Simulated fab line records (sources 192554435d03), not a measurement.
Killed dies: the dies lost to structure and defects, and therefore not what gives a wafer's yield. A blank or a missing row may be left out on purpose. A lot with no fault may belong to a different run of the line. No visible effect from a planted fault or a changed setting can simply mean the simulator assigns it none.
Split-lot experiment || flow n5Finfet || 21 wafers read across 7 lots, on a route 1938 steps long

## ON THE SPLIT
At N5_FIN_SAQP_ETCH_52 (etches SOC in N2/H2, target depth 100 nm, overetch 20 nm, time 150 s), the setting sourceW was moved away from the recipe's 840 W on 9 of the 21 wafers read, by -5.6% to +13.2%. All remaining wafers had this setting at the recipe value.

The reading is taken at the split's own step.

## THE READING
rfVppV, in V, at N5_FIN_SAQP_ETCH_52 (etches SOC in N2/H2, target depth 100 nm, overetch 20 nm, time 150 s). On this fab line, fault-free wafers typically give 524.1 V with a standard deviation of 2.8 V.

{"wafer": "L074.2", "tool, chamber at the split": "rieDiel-01, 0", "sourceW as run, W": 798.4, "against the recipe": "-5.0%", "rfVppV, V": 531.4, "against lot-mates on the recipe": "+10.0"}
{"wafer": "L074.3", "tool, chamber at the split": "rieDiel-01, 3", "sourceW as run, W": 798.4, "against the recipe": "-5.0%", "rfVppV, V": 530.9, "against lot-mates on the recipe": "+9.5"}
{"wafer": "L074.4", "tool, chamber at the split": "rieDiel-01, 2", "sourceW as run, W": 840, "against the recipe": "recipe", "rfVppV, V": 521.4, "against lot-mates on the recipe": "-"}
{"wafer": "L076.3", "tool, chamber at the split": "rieDiel-05, 1", "sourceW as run, W": 840, "against the recipe": "recipe", "rfVppV, V": 526.0, "against lot-mates on the recipe": "-"}
{"wafer": "L076.4", "tool, chamber at the split": "rieDiel-05, 3", "sourceW as run, W": 840, "against the recipe": "recipe", "rfVppV, V": 519.9, "against lot-mates on the recipe": "-"}
{"wafer": "L076.6", "tool, chamber at the split": "rieDiel-05, 1", "sourceW as run, W": 840, "against the recipe": "recipe", "rfVppV, V": 526.5, "against lot-mates on the recipe": "-"}
{"wafer": "L080.3", "tool, chamber at the split": "rieDiel-05, 3", "sourceW as run, W": 840, "against the recipe": "recipe", "rfVppV, V": 517.6, "against lot-mates on the recipe": "-"}
{"wafer": "L080.4", "tool, chamber at the split": "rieDiel-05, 3", "sourceW as run, W": 792.8, "against the recipe": "-5.6%", "rfVppV, V": 529.8, "against lot-mates on the recipe": "+12.2"}
{"wafer": "L080.5", "tool, chamber at the split": "rieDiel-05, 2", "sourceW as run, W": 792.8, "against the recipe": "-5.6%", "rfVppV, V": 533.4, "against lot-mates on the recipe": "+15.8"}
{"wafer": "L085.3", "tool, chamber at the split": "rieDiel-01, 3", "sourceW as run, W": 840, "against the recipe": "recipe", "rfVppV, V": 520.7, "against lot-mates on the recipe": "-"}
{"wafer": "L085.4", "tool, chamber at the split": "rieDiel-01, 1", "sourceW as run, W": 951.3, "against the recipe": "+13.2%", "rfVppV, V": 502.1, "against lot-mates on the recipe": -19.3}
{"wafer": "L085.5", "tool, chamber at the split": "rieDiel-01, 3", "sourceW as run, W": 840, "against the recipe": "recipe", "rfVppV, V": 522.1, "against lot-mates on the recipe": "-"}
{"wafer": "L088.4", "tool, chamber at the split": "rieDiel-06, 1", "sourceW as run, W": 900.5, "against the recipe": "+7.2%", "rfVppV, V": 516.3, "against lot-mates on the recipe": -7.5}
{"wafer": "L088.5", "tool, chamber at the split": "rieDiel-06, 3", "sourceW as run, W": 900.5, "against the recipe": "+7.2%", "rfVppV, V": 515.1, "against lot-mates on the recipe": -8.7}
{"wafer": "L088.6", "tool, chamber at the split": "rieDiel-06, 2", "sourceW as run, W": 840, "against the recipe": "recipe", "rfVppV, V": 523.8, "against lot-mates on the recipe": "-"}
{"wafer": "L091.1", "tool, chamber at the split": "rieDiel-06, 0", "sourceW as run, W": 840, "against the recipe": "recipe", "rfVppV, V": 528.4, "against lot-mates on the recipe": "-"}
{"wafer": "L091.2", "tool, chamber at the split": "rieDiel-06, 3", "sourceW as run, W": 840, "against the recipe": "recipe", "rfVppV, V": 526.0, "against lot-mates on the recipe": "-"}
{"wafer": "L091.6", "tool, chamber at the split": "rieDiel-06, 1", "sourceW as run, W": 840, "against the recipe": "recipe", "rfVppV, V": 527.2, "against lot-mates on the recipe": "-"}
{"wafer": "L093.2", "tool, chamber at the split": "rieDiel-01, 1", "sourceW as run, W": 948.9, "against the recipe": "+13.0%", "rfVppV, V": 503.2, "against lot-mates on the recipe": -18.7}
{"wafer": "L093.3", "tool, chamber at the split": "rieDiel-01, 2", "sourceW as run, W": 948.9, "against the recipe": "+13.0%", "rfVppV, V": 501.3, "against lot-mates on the recipe": -20.6}
{"wafer": "L093.5", "tool, chamber at the split": "rieDiel-01, 2", "sourceW as run, W": 840, "against the recipe": "recipe", "rfVppV, V": 521.9, "against lot-mates on the recipe": "-"}

FIT RESULTS
A straight line over all 21 wafers: rfVppV changes by -1.53 V for each +1% of sourceW; r = -0.95; the points scatter about the line by 2.9 V.
The same after taking each lot's own level away (the mean of its wafers on the recipe; 21 wafers): -1.61 V for each +1%; r = -0.97; scatter 2.3 V.
The reading moves by 21 V for the largest change in sourceW, on that fit.
The span of the lots' own levels, 517.60 to 527.20 V, comes to 3.4 times the standard deviation stated above.
The two slopes are in agreement: the lot-to-lot level therefore moves the slope only a little.
Check: with one of the wafers moved furthest among these (+13.2%) left out of the fit, the line predicts -20.5 V for it against its lot-mates. It came out at -19.3 V against them.
Tool readings at the split's step, against how far the setting was moved: rfVppV r = -0.95.

## FURTHER SPLITS ON THESE WAFERS
These wafers also went through other splits before the reading. Each is held against what the fit with the lots' levels taken away leaves over:
{"other split on the same wafers": "N5_ZERO_LAYER_ETCH_18 icpW", "wafers away from the commonest value": 7, "r with rfVppV (lot level and that fit taken away)": "+0.04"}
{"other split on the same wafers": "N5_WELL_APT_EXPOSE_05 doseMj", "wafers away from the commonest value": 3, "r with rfVppV (lot level and that fit taken away)": "+0.10"}

## THE FILE'S OWN FIT
rfVppV changes by -1.54 V for each +1% of sourceW, r = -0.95.
